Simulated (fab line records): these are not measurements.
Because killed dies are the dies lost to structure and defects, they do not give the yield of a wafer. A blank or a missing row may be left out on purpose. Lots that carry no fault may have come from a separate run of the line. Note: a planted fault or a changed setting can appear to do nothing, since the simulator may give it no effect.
fab line records | flow n5_finfet | part 2 of 2: steps 21 to 26 of 26
[record] lots = 5 | wafers = 15 | last_day = 16
route steps=1938 shown MOL_CONTACT_COAG@586
lots that met no fault: taken from a fault-free run of the same line
start_h: the number of hours between the record's first day and the start of the first shown wafer of the lot | wait_h: hours elapsed since this lot's preceding step | " same as the row above | L1.1+2: a single row standing in for several wafers | - value missing, or start not given | * or withheld: withheld | < > ~ a bound
route shown NAME@n: names a module that has steps shown in the file, with the first one's number in the route | usual: mean/standard deviation of fault-free wafers | same: alike in all rows | chamber/n: place in a boat | sites: the reading at each site | _std_site: standard deviation across them | _edge_site: inner sites' mean taken away from outer sites' mean | radius_mm: for every site, how far away it sits from the centre of the wafer | mask NAME#n: copy n | behind: tool/chamber where the wafer was last shaped | hold: what put the lot on hold/how long, in hours/how the hold closed | device: the transistor (n, p or np) that didn't switch | end of line: the route-end tests of the same wafers | a step without rows: its recipe alone | killed: dies that structure and defects cost at the first sort, which is not the same as the wafer's yield | map: shows each die of a wafer: x if killed, . if not, _ if none is there
set.NAME: the setting the step ran with; set.NAME@STEP: the setting that earlier step ran with | model.NAME: the simulator's own value behind a step, which no gauge read
lots at some steps of the route; a table a step, a row a wafer
services: the hour from which a tool's chamber was out of use, counted from the record's first day as start_h (under 0 if before that day), plus the number of hours and why
[[steps]]
[step N5_MOL_CONTACT_COAG_ETCH_65]
[recipe] chemistry = N2/H2 | target = underlayer | target_depth_a = 130 | mask_material = CAR-EUV | time_s = 10.4 | ion_energy_ev = 200 | pressure_mtorr = 30 | source_w = 840 | bias_w = 150 | n2_flow_sccm = 200 | h2_flow_sccm = 200 | ends = cleared
[usual] drypump_motor_current_A = 5.6/0.52 | etch_rf_on_time_s = 10.6/0.36 | oes_product_au = 0.65/0.068 | rf_vpp_V = 524.6/1.9 | showerhead_plenum_p_Torr = 2.57/0.068 | throttle_valve_pct = 17.9/0.33
lot.wafer | tool        | chamber | start_h | wait_h | drypump_motor_current_A | etch_rf_on_time_s | oes_product_au | rf_hours_counter_h | rf_vpp_V | showerhead_plenum_p_Torr | throttle_valve_pct
L078.1    | rie_diel-05 | 0       | 127.76  | 0.0    | 6.3                     | 10.4              | 0.69           | 100                | 521.2    | 2.43                     | 17.5
L078.2    | "           | 3       | "       | "      | 5.6                     | 10.4              | 0.60           | 218                | 525.2    | 2.61                     | 17.8
L078.3    | "           | 2       | "       | "      | 5.9                     | 10.9              | 0.74           | 38                 | 522.1    | 2.48                     | 17.5
L079.2    | rie_diel-05 | 0       | 131.19  | 0.0    | 6.3                     | 10.4              | 0.69           | 101                | 521.0    | 2.43                     | 17.5
L079.5    | "           | 1       | "       | "      | 4.9                     | 11.4              | 0.59           | -                  | 523.8    | 2.54                     | 17.6
L079.6    | "           | 0       | "       | "      | 6.3                     | 10.4              | 0.68           | -                  | 520.1    | 2.43                     | 17.5
L082.1    | rie_diel-02 | 0       | 147.21  | 0.0    | 6.2                     | 10.6              | 0.60           | 208                | 526.3    | 2.63                     | 18.2
L082.4    | "           | 3       | "       | "      | 5.3                     | 10.6              | 0.58           | 239                | 526.5    | 2.60                     | 18.1
L082.5    | "           | 0       | "       | "      | 6.2                     | 10.6              | 0.60           | -                  | 526.5    | 2.62                     | 18.2
L083.1    | rie_diel-06 | 0       | 154.82  | 0.0    | 5.3                     | 10.7              | 0.63           | 169                | 526.8    | 2.63                     | 18.0
L083.2    | "           | 1       | "       | "      | 6.5                     | 10.3              | 0.72           | 67                 | 524.9    | 2.60                     | 17.5
L083.6    | "           | 1       | "       | "      | 6.5                     | 10.2              | 0.71           | -                  | 524.5    | 2.60                     | 17.6
L085.2    | rie_diel-05 | 1       | 174.90  | 0.0    | 5.0                     | 11.3              | 0.57           | 182                | 523.2    | 2.54                     | 17.7
L085.3    | "           | 3       | "       | "      | 5.6                     | 10.4              | 0.60           | 234                | 526.0    | 2.60                     | 17.8
L085.5    | "           | 0       | "       | "      | 6.3                     | 10.3              | 0.67           | -                  | 521.9    | 2.42                     | 17.5
[step N5_MOL_CONTACT_COAG_ETCH_66]
[recipe] chemistry = CF4 | target = SiARC | target_depth_a = 130 | mask_material = CAR-EUV | time_s = 21.7 | ion_energy_ev = 80 | pressure_mtorr = 40 | source_w = 545 | bias_w = 36 | Ar_flow_sccm = 100 | cf4_flow_sccm = 100 | ends = cleared
[usual] drypump_motor_current_A = 5.6/0.52 | etch_rf_on_time_s = 22.0/0.73 | oes_product_au = 0.65/0.068 | rf_vpp_V = 184.3/1 | showerhead_plenum_p_Torr = 2.16/0.045 | throttle_valve_pct = 15.6/0.3
lot.wafer | tool        | chamber | start_h | wait_h | drypump_motor_current_A | etch_rf_on_time_s | oes_product_au | rf_hours_counter_h | rf_vpp_V | showerhead_plenum_p_Torr | throttle_valve_pct
L078.1    | rie_diel-05 | 0       | 127.78  | 0.0    | 6.3                     | 21.4              | 0.69           | 100                | 183.5    | 2.08                     | 15.5
L078.2    | "           | 3       | "       | "      | 5.6                     | 21.6              | 0.60           | 218                | 184.4    | 2.20                     | 15.7
L078.3    | "           | 2       | "       | "      | 5.9                     | 22.0              | 0.75           | 38                 | 183.2    | 2.10                     | 15.4
L079.2    | rie_diel-05 | 0       | 131.21  | 0.0    | 6.3                     | 21.7              | 0.69           | 101                | 183.2    | 2.08                     | 15.5
L079.5    | "           | 1       | "       | "      | 4.9                     | 23.7              | 0.58           | -                  | 185.0    | 2.15                     | 15.5
L079.6    | "           | 0       | "       | "      | 6.3                     | 21.4              | 0.69           | -                  | 183.4    | 2.08                     | 15.5
L082.1    | rie_diel-02 | 0       | 147.23  | 0.0    | 6.1                     | 22.6              | 0.59           | 208                | 185.6    | 2.20                     | 16.0
L082.4    | "           | 3       | "       | "      | 5.3                     | 21.9              | 0.58           | 239                | 186.2    | 2.20                     | 16.1
L082.5    | "           | 0       | "       | "      | 6.1                     | 22.6              | 0.59           | -                  | 184.4    | 2.20                     | 16.0
L083.1    | rie_diel-06 | 0       | 154.84  | 0.0    | 5.3                     | 21.7              | 0.64           | 169                | 184.7    | 2.22                     | 15.8
L083.2    | "           | 1       | "       | "      | 6.4                     | 21.4              | 0.72           | 67                 | 184.9    | 2.15                     | 15.0
L083.6    | "           | 1       | "       | "      | 6.4                     | 21.5              | 0.72           | -                  | 183.3    | 2.15                     | 15.0
L085.2    | rie_diel-05 | 1       | 174.92  | 0.0    | 4.9                     | 23.9              | 0.58           | 182                | 184.9    | 2.14                     | 15.5
L085.3    | "           | 3       | "       | "      | 5.6                     | 21.8              | 0.60           | 234                | 186.5    | 2.20                     | 15.7
L085.5    | "           | 0       | "       | "      | 6.3                     | 21.7              | 0.68           | -                  | 183.1    | 2.07                     | 15.5
[step N5_MOL_CONTACT_COAG_ALD_133]
[recipe] material = SiO2 | target_thk_a = 50 | temp_c = 100 | ald_precursor_family = BDEAS | ald_co_reactant = O2-plasma | pulse_time_s = 1 | co_reactant_pulse_time_s = 1 | purge_time_s = 2 | co_reactant_purge_time_s = 2 | ald_cycles = 35 | pressure_torr = 2
[usual] heater_power_w = 78/7.4 | precursor_pulse_height_rel = 0.999/0.019
lot.wafer | tool       | chamber | start_h | wait_h | heater_power_w | precursor_pulse_height_rel | since_wet_clean_h
L078.1    | ald_sin-02 | 1       | 127.86  | 0.1    | 78             | 1.011                      | 28
L078.2    | "          | 2       | "       | "      | 77             | 1.009                      | 28
L078.3    | "          | 0       | "       | "      | 74             | 1.032                      | 28
L079.2    | ald_sin-01 | 3       | 131.29  | 0.1    | 75             | 0.986                      | 321
L079.5    | "          | 0       | "       | "      | 73             | 0.990                      | -
L079.6    | "          | 3       | "       | "      | 76             | 0.977                      | -
L082.1    | ald_sin-01 | 3       | 147.31  | 0.1    | 74             | 1.006                      | 337
L082.4    | "          | 1       | "       | "      | 76             | 1.022                      | 337
L082.5    | "          | 0       | "       | "      | 75             | 0.987                      | -
L083.1    | ald_sin-01 | 1       | 155.54  | 0.7    | 77             | 0.989                      | 345
L083.2    | "          | 0       | "       | "      | 73             | 1.025                      | 345
L083.6    | "          | 3       | "       | "      | 75             | 1.030                      | -
L085.2    | ald_sin-03 | 3       | 175.00  | 0.1    | 65             | 0.980                      | 166
L085.3    | "          | 0       | "       | "      | 92             | 1.039                      | 166
L085.5    | "          | 3       | "       | "      | 64             | 1.007                      | -
[step N5_MOL_CONTACT_COAG_ETCHBACK_134]
[recipe] chemistry = CHF3 | target = SiO2 | target_depth_a = 100 | time_s = 6.7 | ion_energy_ev = 200 | pressure_mtorr = 30 | source_w = 610 | bias_w = 170 | Ar_flow_sccm = 200 | CHF3_flow_sccm = 50
[usual] drypump_motor_current_A = 5.6/0.52 | oes_product_au = 0.77/0.083 | rf_vpp_V = 517/13 | showerhead_plenum_p_Torr = 2.40/0.054 | throttle_valve_pct = 18.73/0.27
[same] time_s = 6.7
lot.wafer | tool        | chamber | start_h | wait_h | drypump_motor_current_A | oes_product_au | rf_hours_counter_h | rf_vpp_V | showerhead_plenum_p_Torr | throttle_valve_pct
L078.1    | rie_diel-06 | 0       | 128.04  | 0.1    | 5.3                     | 0.75           | 160                | 506      | 2.48                     | 18.93
L078.2    | "           | 2       | "       | "      | 5.4                     | 0.68           | 245                | 529      | 2.42                     | 18.81
L078.3    | "           | 3       | "       | "      | 4.8                     | 0.92           | 15                 | 533      | 2.34                     | 18.17
L079.2    | rie_diel-05 | 2       | 131.50  | 0.1    | 5.9                     | 0.87           | 40                 | 495      | 2.34                     | 18.51
L079.5    | "           | 1       | "       | "      | 4.9                     | 0.70           | -                  | 515      | 2.41                     | 18.63
L079.6    | "           | 2       | "       | "      | 5.9                     | 0.86           | -                  | 495      | 2.34                     | 18.54
L082.1    | rie_diel-06 | 0       | 147.49  | 0.1    | 5.3                     | 0.75           | 166                | 505      | 2.48                     | 18.95
L082.4    | "           | 0       | "       | "      | 5.3                     | 0.74           | -                  | 505      | 2.48                     | 18.96
L082.5    | "           | 3       | "       | "      | 4.8                     | 0.91           | -                  | 532      | 2.34                     | 18.19
L083.1    | rie_diel-02 | 2       | 155.72  | 0.1    | 5.1                     | 0.72           | 186                | 517      | 2.46                     | 18.85
L083.2    | "           | 0       | "       | "      | 6.2                     | 0.70           | 211                | 538      | 2.45                     | 19.13
L083.6    | "           | 0       | "       | "      | 6.2                     | 0.70           | -                  | 539      | 2.45                     | 19.15
L085.2    | rie_diel-02 | 0       | 175.19  | 0.1    | 6.2                     | 0.70           | 218                | 537      | 2.45                     | 19.16
L085.3    | "           | 3       | "       | "      | 5.3                     | 0.67           | 249                | 497      | 2.43                     | 19.05
L085.5    | "           | 2       | "       | "      | 5.1                     | 0.71           | -                  | 518      | 2.46                     | 18.87
[step N5_MOL_CONTACT_COAG_ETCH_67]
[recipe] chemistry = N2/H2 | target = SOC | target_depth_a = 600 | overetch_a = 210 | mask_material = SiARC | temp_c = 40 | time_s = 101.2 | ion_energy_ev = 200 | pressure_mtorr = 30 | source_w = 840 | bias_w = 150 | n2_flow_sccm = 200 | h2_flow_sccm = 200
[usual] drypump_motor_current_A = 5.6/0.52 | oes_product_au = 0.65/0.066 | rf_vpp_V = 524.3/2 | showerhead_plenum_p_Torr = 2.56/0.073 | throttle_valve_pct = 17.8/0.33
[same] time_s = 101.2
lot.wafer | tool        | chamber | start_h | wait_h | drypump_motor_current_A | oes_product_au | rf_hours_counter_h | rf_vpp_V | showerhead_plenum_p_Torr | throttle_valve_pct
L078.1    | rie_diel-06 | 0       | 128.07  | 0.0    | 5.3                     | 0.63           | 160                | 527.9    | 2.63                     | 18.0
L078.2    | "           | 2       | "       | "      | 5.4                     | 0.59           | 245                | 526.6    | 2.60                     | 17.8
L078.3    | "           | 3       | "       | "      | 4.8                     | 0.78           | 15                 | 522.7    | 2.50                     | 17.3
L079.2    | rie_diel-05 | 2       | 131.54  | 0.0    | 6.0                     | 0.73           | 40                 | 521.8    | 2.48                     | 17.4
L079.5    | "           | 1       | "       | "      | 4.9                     | 0.61           | -                  | 525.6    | 2.54                     | 17.6
L079.6    | "           | 2       | "       | "      | 6.0                     | 0.74           | -                  | 521.9    | 2.48                     | 17.4
L082.1    | rie_diel-06 | 0       | 147.52  | 0.0    | 5.3                     | 0.63           | 166                | 527.0    | 2.63                     | 18.0
L082.4    | "           | 0       | "       | "      | 5.3                     | 0.63           | -                  | 526.2    | 2.63                     | 18.0
L082.5    | "           | 3       | "       | "      | 4.8                     | 0.77           | -                  | 521.5    | 2.49                     | 17.3
L083.1    | rie_diel-02 | 2       | 155.76  | 0.0    | 5.1                     | 0.61           | 186                | 526.4    | 2.66                     | 18.3
L083.2    | "           | 0       | "       | "      | 6.2                     | 0.60           | 211                | 526.6    | 2.62                     | 18.2
L083.6    | "           | 0       | "       | "      | 6.2                     | 0.59           | -                  | 526.3    | 2.62                     | 18.2
L085.2    | rie_diel-02 | 0       | 175.22  | 0.0    | 6.2                     | 0.59           | 218                | 527.2    | 2.62                     | 18.2
L085.3    | "           | 3       | "       | "      | 5.3                     | 0.57           | 249                | 525.7    | 2.60                     | 18.1
L085.5    | "           | 2       | "       | "      | 5.1                     | 0.60           | -                  | 527.9    | 2.66                     | 18.3
[step N5_MOL_CONTACT_COAG_STRIP_68]
[recipe] chemistry = N2/H2 | temp_c = 40 | n2_flow_sccm = 200 | h2_flow_sccm = 200 | rf_frequency_hz = 6e+07
lot.wafer  | tool        | chamber | start_h | wait_h
L078.1+2+3 | rie_diel-06 | 0,2,3   | 128.14  | 0.0
L079.2+5+6 | rie_diel-05 | 2,1,2   | 131.61  | 0.0
L082.1+4+5 | rie_diel-06 | 0,0,3   | 147.59  | 0.0
L083.1+2+6 | rie_diel-02 | 2,0,0   | 155.83  | 0.0
L085.2+3+5 | rie_diel-02 | 0,3,2   | 175.29  | 0.0
[[services]]
tool            | chamber | start_h | hours | kind
euv_scanner-02  | -       | 104.21  | 1.0   | pm
euv_scanner-01  | -       | 105.22  | 1.0   | pm
ald_sin-01      | -       | 112.61  | 0.8   | repair
rie_diel-05     | 1       | 121.32  | 1.8   | repair
plasma_asher-02 | -       | 144.48  | 0.7   | repair
rie_diel-06     | 2       | 144.60  | -     | clean
rie_diel-06     | 2       | 144.60  | -     | consumable_replace:focus_ring
rie_diel-06     | 2       | 144.60  | 14.3  | scheduled_down
rie_diel-06     | 2       | 144.60  | 14.3  | vent_cycle
euv_scanner-01  | 0       | 146.23  | -     | calibration
euv_scanner-01  | -       | 149.25  | 1.0   | repair
euv_scanner-02  | -       | 153.76  | 1.0   | repair
euv_scanner-02  | -       | 160.28  | 1.0   | pm
euv_scanner-01  | -       | 161.29  | 1.0   | pm
wet_bench-04    | -       | 161.40  | 1.6   | repair
plasma_asher-02 | -       | 170.78  | 1.3   | repair
rie_diel-06     | 1       | 173.12  | 2.4   | repair
rie_diel-06     | 0       | 174.16  | 8.3   | repair
